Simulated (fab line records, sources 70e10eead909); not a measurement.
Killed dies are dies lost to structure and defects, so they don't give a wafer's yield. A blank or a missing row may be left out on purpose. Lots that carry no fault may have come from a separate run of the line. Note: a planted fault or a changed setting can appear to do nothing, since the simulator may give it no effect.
Which tool was responsible? ; flow nandHarc ; 12 lots with 36 wafers sampled at 2 steps, on a route of 1159 steps

WHAT EACH GAUGE READ, for each wafer
NHARC_P_M2_THK_MEAS_24: measures by xrf.
lot;measured;on;thkNm (nm)
L075;day 6 16:26;filmMetro-02;143.9 143.8 143.0
L076;day 7 06:51;filmMetro-01;144.5 143.7 144.5
L080;day 7 15:33;filmMetro-01;147.9 144.5 144.6
L082;day 8 01:49;filmMetro-02;142.6 141.7 144.7
L085;day 8 19:41;filmMetro-02;138.8 142.1 140.6
L084;day 8 22:40;filmMetro-02;143.9 145.6 144.0
L086;day 9 08:44;filmMetro-01;142.4 148.0 144.2
L088;day 9 19:52;filmMetro-02;143.5 144.1 145.3
L091;day 10 15:10;filmMetro-01;144.9 145.1 144.3
L093;day 11 01:43;filmMetro-02;144.4 143.5 143.2
L096;day 11 20:03;filmMetro-01;144.7 146.7 146.9
L097;day 11 21:43;filmMetro-02;145.2 145.3 143.9

WHICH TOOL RAN EACH LOT (tool, then ch and the chambers of the sampled wafers, then the start)
lot;NHARC_P_M1_ANNEAL_31
L075;rtpAnneal-01 ch 0, day 6 11:37
L076;rtpAnneal-02 ch 0, day 7 01:54
L080;rtpAnneal-01 ch 0, day 7 10:43
L082;rtpAnneal-02 ch 0, day 7 20:59
L085;rtpAnneal-02 ch 0, day 8 14:53
L084;rtpAnneal-01 ch 0, day 8 17:28
L086;rtpAnneal-02 ch 0, day 9 04:05
L088;rtpAnneal-02 ch 0, day 9 14:59
L091;rtpAnneal-02 ch 0, day 10 10:14
L093;rtpAnneal-01 ch 0, day 10 20:48
L096;rtpAnneal-02 ch 0, day 11 15:18
L097;rtpAnneal-01 ch 0, day 11 16:52
- NHARC_P_M1_ANNEAL_31: time 90 s.

THE ANSWER, worked out from the rows above alone
Rule: the lots themselves supply what counts as usual. The widest of any qualifying gaps counts: lots, ordered by their means at a reading, are off when they make up no more than a third of the lots, leave a main group of 4 or more, and stand apart from it by 3 or more times the standard deviation of that group's means. If all means in a main group match to the digits the tables above print for the reading, that group is not used. Also off: a lot with no number at a reading for which 4 or more lots have one. Any other lot the step has rows for is counted as sound.
Across all readings shown, no lot is off: no conclusion can be drawn from this.

WHAT THE SIMULATOR HAD INSERTED
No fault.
